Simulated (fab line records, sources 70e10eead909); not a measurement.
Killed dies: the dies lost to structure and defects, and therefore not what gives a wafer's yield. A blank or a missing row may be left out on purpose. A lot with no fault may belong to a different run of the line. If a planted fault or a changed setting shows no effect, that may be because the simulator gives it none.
Chamber matching    flow nand harc    NHARC_P_BONDPAD_STRIP_15 on rie diel-12 has 4 sister chambers
The step strips in O2. 8 wafers are shown with their chamber, then 7 later ones without.

WAFERS WITH THEIR CHAMBER
wafer   chamber  showerhead plenum p Torr (Torr)  drypump motor current A (A)
L076.6  2        3.51                             5.7
L082.1  3        3.57                             6.4
L082.2  0        3.64                             6.0
L089.3  0        3.64                             5.9
L089.4  1        3.51                             6.5
L089.5  1        3.51                             6.6
L093.2  2        3.50                             5.7
L093.3  3        3.57                             6.3

WAFERS WHOSE CHAMBER IS MISSING
wafer   showerhead plenum p Torr (Torr)  drypump motor current A (A)
L093.6  3.51                             6.5
L095.2  3.63                             5.9
L095.3  3.51                             6.5
L095.6  3.63                             5.9
L097.2  3.63                             5.9
L097.5  3.63                             6.0
L097.6  3.57                             6.4

THE CHAMBER EACH PASSED THROUGH
wafer   from the rows above  in truth
L093.6  1                    1
L095.2  0                    0
L095.3  1                    1
L095.6  0                    0
L097.2  0                    0
L097.5  0                    0
L097.6  3                    3
Correctly placed: 7 of 7. From these rows, 0 cannot be placed. 0 placed wrongly.
How it was worked out, from the rows above alone: a wafer's distance from a chamber is the root of the sum, over the readings, of the square of ((its reading less the chamber's mean) divided by the reading's scatter). The wafer belongs to the nearest chamber; if the next one is less than 2 further off, it can't be placed. Each chamber's mean is taken over the wafers shown for it. The scatter is the square root of a quotient: the sum, over the shown wafers, of each reading's squared deviation from its chamber's mean, divided by wafers minus chambers.
